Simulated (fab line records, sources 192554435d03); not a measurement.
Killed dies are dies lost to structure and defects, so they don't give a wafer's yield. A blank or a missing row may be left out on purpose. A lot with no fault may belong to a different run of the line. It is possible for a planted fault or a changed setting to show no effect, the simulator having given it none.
Chamber matching + flow n5Finfet + uvCure-02 running N5_BEOL_M11_CURE_71: 3 sister chambers
The step cures SiCOH lowk, time 240 s. 16 wafers are shown with their chamber, then 8 later ones without.

== WAFERS PAIRED WITH THEIR CHAMBERS ==
| wafer  | chamber | wafer_temp_C_max | lampPowerPct (%) |
|--------|---------|------------------|------------------|
| L075.2 | 1       | 385.8            | 52.34            |
| L075.4 | 1       | 386.2            | 52.29            |
| L075.6 | 1       | 385.6            | 52.33            |
| L078.2 | 0       | 388.1            | 52.35            |
| L078.5 | 0       | 386.9            | 52.32            |
| L078.6 | 0       | 387.5            | 52.33            |
| L080.2 | 2       | 387.3            | 52.33            |
| L080.5 | 2       | 387.1            | 52.27            |
| L080.6 | 2       | 388.1            | 52.26            |
| L086.3 | 1       | 386.5            | 52.25            |
| L086.4 | 1       | 386.0            | 52.32            |
| L086.5 | 1       | 386.0            | 52.28            |
| L089.2 | 2       | 388.0            | 52.33            |
| L089.3 | 2       | 386.7            | 52.38            |
| L089.5 | 2       | 386.8            | 52.33            |
| L090.3 | 0       | 387.6            | 52.39            |

SIGNATURES (means of the wafers above)
| reading          | chamber 0 | chamber 1 | chamber 2 | scatter within a chamber |
|------------------|-----------|-----------|-----------|--------------------------|
| wafer_temp_C_max | 387.525   | 386.017   | 387.333   | 0.48                     |
| lampPowerPct     | 52.3475   | 52.3017   | 52.3167   | 0.0379                   |
Rule: for each reading, subtract the chamber's mean from the wafer's reading, divide by that reading's scatter and square the result; add these up over the readings and take the root, which gives the wafer's distance from the chamber. If the next closest chamber is less than 2 further off than the closest, the wafer can't be placed; otherwise it belongs to the closest. The scatter: take each reading less its chamber's mean, square it, sum over the shown wafers, divide by the number of wafers less the number of chambers, and take the root.

== WAFERS MISSING THEIR CHAMBER ==
| wafer  | wafer_temp_C_max | lampPowerPct (%) |
|--------|------------------|------------------|
| L090.4 | 386.9            | 52.26            |
| L090.5 | 388.2            | 52.30            |
| L093.2 | 387.7            | 52.36            |
| L093.3 | 387.1            | 52.31            |
| L093.4 | 387.4            | 52.28            |
| L096.1 | 385.9            | 52.34            |
| L096.2 | 385.9            | 52.31            |
| L096.4 | 385.8            | 52.33            |

== WHICH CHAMBER EACH WENT THROUGH ==
| wafer  | from the rows above          | in truth |
|--------|------------------------------|----------|
| L090.4 | can't be placed: 2 or 1 or 0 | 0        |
| L090.5 | can't be placed: 2 or 0      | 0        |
| L093.2 | can't be placed: 0 or 2      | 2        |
| L093.3 | can't be placed: 2 or 0 or 1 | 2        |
| L093.4 | can't be placed: 2 or 0 or 1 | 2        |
| L096.1 | 1                            | 1        |
| L096.2 | 1                            | 1        |
| L096.4 | 1                            | 1        |
3 of 8 placed correctly. Not placeable from these rows: 5 (in 5, the candidates include the true chamber). 0 placed wrongly.
